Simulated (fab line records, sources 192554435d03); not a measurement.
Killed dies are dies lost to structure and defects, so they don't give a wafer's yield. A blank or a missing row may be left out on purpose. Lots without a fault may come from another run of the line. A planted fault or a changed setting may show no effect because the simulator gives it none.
Which tool did it? | flow n5_finfet | 8 lots, 24 wafers sampled, at 5 steps of a route of 1938

WHAT THE GAUGES READ, wafer by wafer
N5_BEOL_M4_RC_MEAS_101. Usual: DIBL_N 36.1 mV/V, standard deviation 2.3; DIBL_P 36 mV/V, standard deviation 3.2; IOFF_N 0.16 nA/um, standard deviation 0.045; IOFF_P 0.21 nA/um, standard deviation 0.049; ION_N 674 uA/um, standard deviation 14; ION_P 462 uA/um, standard deviation 8.4; SS_N 71.6 mV/dec, standard deviation 0.83; SS_P 73.2 mV/dec, standard deviation 0.87; VT_N 249 mV, standard deviation 3.8; VT_P -250 mV, standard deviation 3.4.
lot  | measured     | on        | DIBL_N (mV/V)  | DIBL_P (mV/V) | IOFF_N (nA/um) | IOFF_P (nA/um) | ION_N (uA/um) | ION_P (uA/um) | SS_N (mV/dec)  | SS_P (mV/dec)  | VT_N (mV)   | VT_P (mV)      | flag
L207 | day 10 20:59 | prober-02 | 35.1 39.1 37.9 | 34 39 37      | 0.13 0.20 0.18 | 0.21 0.28 0.25 | 659 675 673   | 461 466 465   | 70.7 72.3 71.7 | 72.9 73.6 73.7 | 250 248 248 | -249 -246 -245 |
L219 | day 13 09:17 | prober-02 | 34.9 35.4 34.2 | 35 33 33      | 0.13 0.13 0.11 | 0.20 0.17 0.15 | 682 662 648   | 472 458 444   | 71.0 71.3 70.2 | 73.2 72.0 72.0 | 253 251 257 | -250 -255 -256 |
L220 | day 15 08:49 | prober-02 | 37.5 32.3 33.1 | 37 30 31      | 0.18 0.11 0.11 | 0.23 0.14 0.15 | 666 656 658   | 457 448 453   | 72.6 70.9 71.1 | 73.9 71.3 72.1 | 248 255 252 | -250 -256 -254 |
L225 | day 15 19:40 | prober-02 | 36.0 34.3 38.8 | 35 33 39      | 0.16 0.15 0.24 | 0.22 0.20 0.29 | 669 670 688   | 460 459 464   | 71.3 71.2 72.0 | 72.8 72.3 73.4 | 248 248 243 | -247 -248 -247 |
L227 | day 15 22:50 | prober-02 | 37.6 39.2 36.5 | 38 41 37      | 0.17 0.21 0.15 | 0.20 0.28 0.20 | 673 674 675   | 458 466 462   | 71.3 72.2 71.2 | 73.8 75.1 73.9 | 248 249 248 | -252 -249 -254 |
L229 | day 16 04:26 | prober-02 | 39.9 36.0 35.4 | 39 34 33      | 0.22 0.14 0.13 | 0.24 0.17 0.17 | 707 661 670   | 474 450 460   | 72.3 70.8 70.4 | 74.2 73.0 72.0 | 244 250 251 | -250 -252 -248 |
L228 | day 17 04:50 | prober-02 | 40.9 40.3 39.2 | 44 43 41      | 0.28 0.30 0.26 | 0.38 0.36 0.31 | 686 695 685   | 469 472 464   | 73.0 72.4 72.8 | 75.4 74.8 75.0 | 241 239 243 | -241 -240 -243 |
L230 | day 17 10:15 | prober-01 | 37.5 40.1 37.4 | 39 42 38      | 0.20 0.24 0.19 | 0.25 0.29 0.24 | 683 679 681   | 463 461 466   | 72.7 72.7 72.0 | 73.3 74.2 73.7 | 246 246 247 | -248 -248 -247 |

WHICH TOOL RAN EACH LOT (tool, then ch and the chambers of the sampled wafers, then the start)
lot  | N5_BEOL_M1_DESCUM_16               | N5_BEOL_M1_STRIP_19                | N5_BEOL_M1_ETCH_77                 | N5_BEOL_M1_ETCH_70
L207 | rie_diel-02 ch 0,2,3, day 6 15:07  | rie_diel-05 ch 0,1,3, day 6 15:38  | rie_diel-02 ch 1,2,3, day 6 16:19  | rie_diel-05 ch 0,1,2, day 8 03:49
L219 | rie_diel-05 ch 1,2,3, day 9 03:47  | rie_diel-05 ch 0,1,2, day 9 04:09  | rie_diel-02 ch 0,1,2, day 9 04:43  | rie_diel-05 ch 1,2,3, day 9 11:53
L220 | rie_diel-06 ch 1,2, day 9 06:29    | rie_diel-06 ch 0,1,3, day 9 06:53  | rie_diel-05 ch 0,2,3, day 9 07:26  | rie_diel-02 ch 1,2,3, day 10 08:52
L225 | rie_diel-02 ch 0,2,3, day 10 15:37 | rie_diel-02 ch 0,1, day 10 16:04   | rie_diel-05 ch 2,3, day 10 16:36   | rie_diel-02 ch 1,3, day 11 10:13
L227 | rie_diel-06 ch 0,1,2, day 11 04:49 | rie_diel-05 ch 0,2,3, day 11 05:11 | rie_diel-05 ch 1,2,3, day 11 05:51 | rie_diel-05 ch 0,2,3, day 11 19:08
L229 | rie_diel-06 ch 0,2, day 11 11:23   | rie_diel-06 ch 0,2, day 11 11:45   | rie_diel-05 ch 1,3, day 11 12:25   | rie_diel-06 ch 0,3, day 11 19:36
L228 | rie_diel-02 ch 1,2, day 11 20:00   | rie_diel-02 ch 2,3, day 11 20:22   | rie_diel-05 ch 0,1, day 11 21:02   | rie_diel-05 ch 0,1,3, day 11 22:23
L230 | rie_diel-05 ch 1,2, day 11 20:35   | rie_diel-02 ch 1,2,3, day 11 20:57 | rie_diel-05 ch 0,1,2, day 11 21:36 | rie_diel-05 ch 0,1, day 12 06:44
- N5_BEOL_M1_DESCUM_16: chemistry O2, time 7 s.
- N5_BEOL_M1_STRIP_19: strips in O2.
- N5_BEOL_M1_ETCH_77: etches underlayer in N2/H2, target depth 6.5 nm, time 5.2 s.
- N5_BEOL_M1_ETCH_70: etches SOC in N2/H2, target depth 80 nm, overetch 16 nm, time 120 s.

WHAT THE TOOLS THEMSELVES READ (means of the sampled wafers that have a number; where no wafer has one, the mark that the record gives instead)
N5_BEOL_M1_DESCUM_16. Usual: drypump_motor_current_A 5.6 A, standard deviation 0.45; oes_product_au 0.77 a.u., standard deviation 0.066; rf_vpp_V 243.4 V, standard deviation 1.5; showerhead_plenum_p_Torr 2.11 Torr, standard deviation 0.085; throttle_valve_pct 20.44 %, standard deviation 0.2.
lot  | tool        | drypump_motor_current_A (A) | oes_product_au (a.u.) | rf_vpp_V (V) | showerhead_plenum_p_Torr (Torr) | throttle_valve_pct (%) | flag
L207 | rie_diel-02 | 5.2                         | 0.77                  | 243.1        | 2.06                            | 20.65                  |
L219 | rie_diel-05 | 5.8                         | 0.74                  | 243.4        | 2.10                            | 20.29                  |
L220 | rie_diel-06 | 5.5                         | 0.74                  | 242.5        | 2.10                            | 20.29                  |
L225 | rie_diel-02 | 5.2                         | 0.75                  | 241.4        | 2.05                            | 20.70                  |
L227 | rie_diel-06 | 5.6                         | 0.75                  | 244.7        | 2.10                            | 20.33                  |
L229 | rie_diel-06 | 5.7                         | 0.75                  | 242.2        | 2.06                            | 20.40                  |
L228 | rie_diel-02 | 5.5                         | 0.74                  | 243.7        | 2.18                            | 20.49                  |
L230 | rie_diel-05 | 5.9                         | 0.74                  | 244.9        | 2.16                            | 20.34                  |

N5_BEOL_M1_STRIP_19. Usual: drypump_motor_current_A 5.6 A, standard deviation 0.48; oes_product_au 0.76 a.u., standard deviation 0.062; rf_vpp_V 3.6 V, standard deviation 0.49; showerhead_plenum_p_Torr 2.10 Torr, standard deviation 0.09; throttle_valve_pct 16.70 %, standard deviation 0.19.
lot  | tool        | drypump_motor_current_A (A) | oes_product_au (a.u.) | rf_vpp_V (V) | showerhead_plenum_p_Torr (Torr) | throttle_valve_pct (%) | flag
L207 | rie_diel-05 | 5.4                         | 0.73                  | 3.9          | 2.05                            | 16.65                  |
L219 | rie_diel-05 | 5.5                         | 0.74                  | 3.9          | 2.11                            | 16.69                  |
L220 | rie_diel-06 | 5.8                         | 0.85                  | 3.5          | 2.14                            | 16.54                  |
L225 | rie_diel-02 | 5.9                         | 0.77                  | 3.6          | 2.15                            | 16.87                  |
L227 | rie_diel-05 | 5.6                         | 0.73                  | 3.6          | 2.06                            | 16.67                  |
L229 | rie_diel-06 | 5.7                         | 0.74                  | 3.5          | 2.06                            | 16.70                  |
L228 | rie_diel-02 | 5.5                         | 0.79                  | 3.9          | 2.06                            | 16.84                  |
L230 | rie_diel-02 | 5.7                         | 0.78                  | 3.0          | 2.13                            | 16.78                  |

N5_BEOL_M1_ETCH_77. Usual: bias_w 150.0 W, standard deviation 0.43; chamber_pressure_mTorr 29.99 mTorr, standard deviation 0.043; drypump_motor_current_A 5.6 A, standard deviation 0.43; etch_rf_on_time_s 5.25 s, standard deviation 0.17; oes_product_au 0.65 a.u., standard deviation 0.053; rf_vpp_V 524.2 V, standard deviation 2.9; showerhead_plenum_p_Torr 2.55 Torr, standard deviation 0.1; throttle_valve_pct 17.96 %, standard deviation 0.28.
lot  | tool        | bias_w (W) | chamber_pressure_mTorr (mTorr) | drypump_motor_current_A (A) | etch_rf_on_time_s (s) | oes_product_au (a.u.) | rf_vpp_V (V) | showerhead_plenum_p_Torr (Torr) | throttle_valve_pct (%) | flag
L207 | rie_diel-02 | 150.3      | 29.99                          | 5.7                         | 5.39                  | 0.67                  | 526.3        | 2.60                            | 17.97                  |
L219 | rie_diel-02 | -          | -                              | -                           | -                     | -                     | -            | -                               | -                      | OFF
L220 | rie_diel-05 | -          | -                              | -                           | -                     | -                     | -            | -                               | -                      | OFF
L225 | rie_diel-05 | 149.6      | 30.00                          | 5.8                         | 5.12                  | 0.64                  | 522.4        | 2.51                            | 17.88                  |
L227 | rie_diel-05 | 150.1      | 30.00                          | 5.8                         | 5.18                  | 0.63                  | 524.6        | 2.58                            | 18.01                  |
L229 | rie_diel-05 | 149.6      | 29.99                          | 5.7                         | 5.25                  | 0.62                  | 522.6        | 2.50                            | 17.93                  |
L228 | rie_diel-05 | 150.0      | 30.02                          | 5.4                         | 5.32                  | 0.59                  | 523.7        | 2.56                            | 18.08                  |
L230 | rie_diel-05 | 150.2      | 29.96                          | 5.6                         | 5.21                  | 0.62                  | 524.6        | 2.57                            | 18.06                  |

N5_BEOL_M1_ETCH_70. Usual: bias_w 150.0 W, standard deviation 0.46; chamber_pressure_mTorr 30.000 mTorr, standard deviation 0.026; drypump_motor_current_A 5.6 A, standard deviation 0.43; oes_product_au 0.58 a.u., standard deviation 0.046; rf_vpp_V 524 V, standard deviation 3; showerhead_plenum_p_Torr 2.54 Torr, standard deviation 0.1; throttle_valve_pct 17.91 %, standard deviation 0.27.
lot  | tool        | bias_w (W) | chamber_pressure_mTorr (mTorr) | drypump_motor_current_A (A) | oes_product_au (a.u.) | rf_vpp_V (V) | showerhead_plenum_p_Torr (Torr) | throttle_valve_pct (%) | flag
L207 | rie_diel-05 | 149.5      | 29.999                         | 5.6                         | 0.58                  | 525          | 2.59                            | 17.97                  |
L219 | rie_diel-05 | 150.5      | 29.998                         | 5.8                         | 0.57                  | 525          | 2.59                            | 17.95                  |
L220 | rie_diel-02 | 150.0      | 29.998                         | 5.7                         | 0.60                  | 525          | 2.60                            | 17.99                  |
L225 | rie_diel-02 | 149.4      | 29.983                         | 6.2                         | 0.61                  | 526          | 2.61                            | 17.91                  |
L227 | rie_diel-05 | 150.0      | 29.992                         | 5.6                         | 0.56                  | 523          | 2.51                            | 17.91                  |
L229 | rie_diel-06 | 149.8      | 29.996                         | 5.9                         | 0.66                  | 525          | 2.58                            | 17.84                  |
L228 | rie_diel-05 | 149.5      | 30.024                         | 5.4                         | 0.55                  | 523          | 2.49                            | 17.95                  |
L230 | rie_diel-05 | 150.4      | 29.994                         | 5.2                         | 0.55                  | 522          | 2.48                            | 18.00                  |

THE ANSWER, worked out from the rows above alone
Rule: a lot is off if the mean of its wafers that have a number lies more than 3 standard deviations from the usual mean. A lot without any number at a reading at which 4 lots or more have one is off too. The other lots that the step has rows for count as sound. The gauges are gone through in route order, then the tools' own readings, and for those a lot's mean is taken as printed above. The first step at which some lot is off is used, and at that step the reading that is off furthest; a lot without a number counts as furthest.
Off: L219, L220, at N5_BEOL_M1_ETCH_77 (bias_w). Without a number there: L219, L220.
A tool fits if, at that step or a process step before it, it ran every lot that is off, and no sound lot after the first of them. None of those tried fits.

WHAT THE SIMULATOR HAD PUT IN
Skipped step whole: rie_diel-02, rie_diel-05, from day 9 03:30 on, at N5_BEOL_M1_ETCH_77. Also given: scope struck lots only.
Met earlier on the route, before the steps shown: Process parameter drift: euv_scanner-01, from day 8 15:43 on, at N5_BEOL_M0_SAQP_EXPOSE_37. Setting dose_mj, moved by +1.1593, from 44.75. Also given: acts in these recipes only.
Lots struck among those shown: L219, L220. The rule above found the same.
